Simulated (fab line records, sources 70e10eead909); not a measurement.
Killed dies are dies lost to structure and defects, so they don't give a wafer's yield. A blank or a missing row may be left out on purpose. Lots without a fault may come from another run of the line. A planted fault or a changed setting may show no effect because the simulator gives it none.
Chamber matching | flow nand_harc | NHARC_A_STAIRCASE_DESCUM_219 on rie_diel-13: 4 sister chambers
The step chemistry O2, time 3 s. 14 wafers are shown with their chamber, then 7 later ones without.

WAFERS WITH THEIR CHAMBER
wafer  | chamber | drypump_motor_current_A (A) | showerhead_plenum_p_Torr (Torr) | chamber_pressure_mTorr (mTorr)
L074.2 | 2       | 5.8                         | 1.82                            | 60.04
L074.5 | 3       | 6.2                         | 1.88                            | 59.98
L074.6 | 2       | 5.9                         | 1.82                            | 59.96
L077.2 | 0       | 5.7                         | 1.92                            | 59.94
L077.3 | 3       | 6.2                         | 1.88                            | 59.98
L077.5 | 2       | 5.8                         | 1.82                            | 59.99
L078.1 | 1       | 6.6                         | 1.89                            | 60.10
L078.5 | 2       | 5.8                         | 1.82                            | 59.98
L078.6 | 3       | 6.2                         | 1.88                            | 60.02
L080.1 | 0       | 5.7                         | 1.91                            | 60.04
L080.2 | 3       | 6.2                         | 1.88                            | 59.91
L080.5 | 2       | 5.9                         | 1.82                            | 59.92
L086.1 | 3       | 6.2                         | 1.87                            | 59.92
L086.3 | 0       | 5.7                         | 1.91                            | 60.01

SIGNATURES (means of the wafers above)
reading                  | chamber 0 | chamber 1 | chamber 2 | chamber 3 | scatter within a chamber
drypump_motor_current_A  | 5.700     | 6.600     | 5.840     | 6.200     | 0.0346
showerhead_plenum_p_Torr | 1.9133    | 1.8900    | 1.8200    | 1.8780    | 0.00383
chamber_pressure_mTorr   | 59.9967   | 60.1000   | 59.9780   | 59.9620   | 0.0463
Rule: a wafer's distance from a chamber is the root of the sum, over the readings, of the square of ((its reading less the chamber's mean) divided by the reading's scatter). The wafer belongs to the nearest chamber; if the next one is less than 2 further off, it can't be placed. The scatter: the root of (the sum of the squares of (reading less its chamber's mean) over the shown wafers, divided by (wafers less chambers)).

WAFERS WITHOUT THEIR CHAMBER
wafer  | drypump_motor_current_A (A) | showerhead_plenum_p_Torr (Torr) | chamber_pressure_mTorr (mTorr)
L086.6 | 5.9                         | 1.81                            | 60.07
L090.1 | 6.2                         | 1.87                            | 59.93
L090.3 | 5.7                         | 1.91                            | 60.07
L090.6 | 6.6                         | 1.88                            | 60.11
L094.1 | 5.7                         | 1.91                            | 59.96
L094.3 | 6.6                         | 1.88                            | 59.99
L094.4 | 5.9                         | 1.81                            | 60.00

WHICH CHAMBER EACH WENT THROUGH
wafer  | from the rows above | in truth
L086.6 | 2                   | 2
L090.1 | 3                   | 3
L090.3 | 0                   | 0
L090.6 | 1                   | 1
L094.1 | 0                   | 0
L094.3 | 1                   | 1
L094.4 | 2                   | 2
Placed correctly: 7 of 7. Can't be placed from these rows: 0. Placed wrongly: 0.
